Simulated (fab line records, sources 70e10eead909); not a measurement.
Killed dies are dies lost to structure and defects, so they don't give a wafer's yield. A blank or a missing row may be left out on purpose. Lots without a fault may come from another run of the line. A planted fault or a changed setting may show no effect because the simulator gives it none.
Which tool did it? | flow nand_harc | 15 lots, 45 wafers sampled, at 3 steps of a route of 1159

WHAT THE GAUGES READ, wafer by wafer
NHARC_P_ZERO_WELL_CD_MEAS_24: target cd 720 nm. Usual: cd_nm 720.4 nm, standard deviation 1.6.
lot  | measured    | on        | cd_nm (nm)        | flag
L494 | day 1 14:29 | cd_sem-01 | 720.1 722.3 721.3 |
L495 | day 1 20:23 | cd_sem-01 | 718.5 719.9 718.8 |
L496 | day 2 02:23 | cd_sem-03 | 720.2 719.1 721.3 |
L497 | day 2 08:29 | cd_sem-02 | 718.4 717.9 719.2 |
L498 | day 2 14:46 | cd_sem-03 | 721.1 721.7 719.3 |
L499 | day 2 20:37 | cd_sem-01 | 721.4 718.2 720.2 |
L500 | day 3 02:20 | cd_sem-01 | 719.9 718.3 718.7 |
L501 | day 3 08:22 | cd_sem-03 | 720.1 720.7 720.7 |
L502 | day 3 14:37 | cd_sem-01 | 720.9 718.5 719.5 |
L503 | day 3 20:28 | cd_sem-01 | 722.1 722.5 724.1 |
L504 | day 4 02:19 | cd_sem-02 | 721.0 718.9 720.6 |
L514 | day 6 14:35 | cd_sem-02 | 721.0 719.4 720.3 |
L515 | day 6 20:46 | cd_sem-02 | 720.5 721.9 721.1 |
L516 | day 7 02:38 | cd_sem-01 | 721.0 723.5 722.6 |
L517 | day 7 08:35 | cd_sem-01 | 718.5 720.1 718.7 |

NHARC_P_STI_INSPECT_11. Usual: raw_defect_count 5.3, standard deviation 2.9.
lot  | measured    | on                | raw_defect_count | flag
L494 | day 2 12:01 | defect_inspect-02 | 2 5 7            |
L495 | day 2 22:30 | defect_inspect-02 | 4 3 1            |
L496 | day 2 22:40 | defect_inspect-02 | 2 1 4            |
L497 | day 3 08:08 | defect_inspect-01 | 7 8 4            |
L498 | day 3 07:59 | defect_inspect-02 | 8 4 5            |
L499 | day 3 18:17 | defect_inspect-01 | 1 2 4            |
L500 | day 3 22:46 | defect_inspect-02 | 4 2 7            |
L501 | day 4 06:41 | defect_inspect-01 | 9 2 5            |
L502 | day 4 15:34 | defect_inspect-01 | 9 6 4            |
L503 | day 4 15:44 | defect_inspect-01 | 7 6 3            |
L504 | day 5 01:41 | defect_inspect-02 | 10 14 12         |
L517 | day 8 04:55 | defect_inspect-01 | 5 5 2            |

WHICH TOOL RAN EACH LOT (tool, then ch and the chambers of the sampled wafers, then the start)
lot  | NHARC_P_ZERO_WELL_PEB_50
L494 | litho_track-02 ch 0, day 1 17:33
L495 | litho_track-07 ch 0, day 1 23:37
L496 | litho_track-03 ch 0, day 2 05:38
L497 | litho_track-03 ch 0, day 2 11:46
L498 | litho_track-07 ch 0, day 2 17:49
L499 | litho_track-03 ch 0, day 2 23:37
L500 | litho_track-07 ch 0, day 3 05:24
L501 | litho_track-02 ch 0, day 3 11:26
L502 | litho_track-02 ch 0, day 3 17:49
L503 | litho_track-07 ch 0, day 3 23:40
L504 | litho_track-03 ch 0, day 4 05:49
L514 | litho_track-02, day 6 17:47
L515 | litho_track-03, day 6 23:43
L516 | litho_track-02, day 7 05:41
L517 | litho_track-02 ch 0, day 7 11:40
- NHARC_P_ZERO_WELL_PEB_50: peb time 85 s.

WHAT THE TOOLS THEMSELVES READ (means of the sampled wafers that have a number; where no wafer has one, the mark that the record gives instead)
NHARC_P_ZERO_WELL_PEB_50. Usual: chill_plate_temp_C 22.99 C, standard deviation 0.089; exhaust_pa 44.9 Pa, standard deviation 1.1.
lot  | tool           | chill_plate_temp_C (C) | exhaust_pa (Pa) | flag
L494 | litho_track-02 | 22.90                  | 44.7            |
L495 | litho_track-07 | 23.05                  | 45.7            |
L496 | litho_track-03 | 22.96                  | 44.0            |
L497 | litho_track-03 | 23.01                  | 43.0            |
L498 | litho_track-07 | 23.07                  | 45.0            |
L499 | litho_track-03 | 22.97                  | 44.9            |
L500 | litho_track-07 | 23.06                  | 46.1            |
L501 | litho_track-02 | 23.07                  | 44.9            |
L502 | litho_track-02 | 23.14                  | 45.2            |
L503 | litho_track-07 | 22.99                  | 45.1            |
L504 | litho_track-03 | 23.03                  | 43.6            |
L514 | litho_track-02 | -                      | -               | OFF
L515 | litho_track-03 | -                      | -               | OFF
L516 | litho_track-02 | -                      | -               | OFF
L517 | litho_track-02 | 22.96                  | 44.0            |

THE ANSWER, worked out from the rows above alone
Rule: a lot is off if the mean of its wafers that have a number lies more than 3 standard deviations from the usual mean. A lot without any number at a reading at which 4 lots or more have one is off too. The other lots that the step has rows for count as sound. The gauges are gone through in route order, then the tools' own readings, and for those a lot's mean is taken as printed above. The first step at which some lot is off is used, and at that step the reading that is off furthest; a lot without a number counts as furthest.
Off: L514, L515, L516, at NHARC_P_ZERO_WELL_PEB_50 (chill_plate_temp_C). Without a number there: L514, L515, L516.
A tool fits if, at that step or a process step before it, it ran every lot that is off, and no sound lot after the first of them. None of those tried fits.

WHAT THE SIMULATOR HAD PUT IN
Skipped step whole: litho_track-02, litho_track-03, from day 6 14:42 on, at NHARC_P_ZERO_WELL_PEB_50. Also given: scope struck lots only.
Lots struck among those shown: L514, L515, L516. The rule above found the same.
